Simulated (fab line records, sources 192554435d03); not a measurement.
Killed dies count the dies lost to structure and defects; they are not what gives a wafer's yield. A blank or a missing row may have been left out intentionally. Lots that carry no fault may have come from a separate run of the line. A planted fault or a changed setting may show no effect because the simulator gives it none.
Chamber matching || flow n5Finfet || rieDiel-01 running N5_SD_EPI_N_ETCH_16: 4 sister chambers
The step etches SiO2 in CHF3/O2, target depth 5 nm. 4 wafers are shown with their chamber, then 8 later ones without.

## WAFERS WITH THEIR CHAMBER
{"wafer": "L081.1", "chamber": 1, "showerheadPlenumPTorr (Torr)": 2.52}
{"wafer": "L090.2", "chamber": 0, "showerheadPlenumPTorr (Torr)": 2.41}
{"wafer": "L090.5", "chamber": 2, "showerheadPlenumPTorr (Torr)": 2.31}
{"wafer": "L091.1", "chamber": 3, "showerheadPlenumPTorr (Torr)": 2.35}

## WAFERS WHOSE CHAMBER IS MISSING
{"wafer": "L091.2", "showerheadPlenumPTorr (Torr)": 2.41}
{"wafer": "L091.4", "showerheadPlenumPTorr (Torr)": 2.31}
{"wafer": "L093.1", "showerheadPlenumPTorr (Torr)": 2.51}
{"wafer": "L093.5", "showerheadPlenumPTorr (Torr)": 2.51}
{"wafer": "L093.6", "showerheadPlenumPTorr (Torr)": 2.41}
{"wafer": "L097.1", "showerheadPlenumPTorr (Torr)": 2.35}
{"wafer": "L097.2", "showerheadPlenumPTorr (Torr)": 2.41}
{"wafer": "L097.4", "showerheadPlenumPTorr (Torr)": 2.31}

## WHICH CHAMBER EACH ONE RAN IN
{"wafer": "L091.2", "from the rows above": 0, "in truth": 0}
{"wafer": "L091.4", "from the rows above": 2, "in truth": 2}
{"wafer": "L093.1", "from the rows above": 1, "in truth": 1}
{"wafer": "L093.5", "from the rows above": 1, "in truth": 1}
{"wafer": "L093.6", "from the rows above": 0, "in truth": 0}
{"wafer": "L097.1", "from the rows above": 3, "in truth": 3}
{"wafer": "L097.2", "from the rows above": 0, "in truth": 0}
{"wafer": "L097.4", "from the rows above": 2, "in truth": 2}
Correctly placed: 8 of 8. Can't be placed from these rows: 0. 0 placed wrongly.
How it was worked out, from the rows above alone: a wafer's distance from a chamber is the root of the sum, over the readings, of the square of ((its reading less the chamber's mean) divided by the reading's scatter). The wafer belongs to the nearest chamber; if the next one is less than 2 further off, it can't be placed. For every chamber, the mean is computed from those of its wafers that are shown. The scatter: root of mean squared gap, hidden wafer to nearest shown wafer, with one shown wafer a chamber.
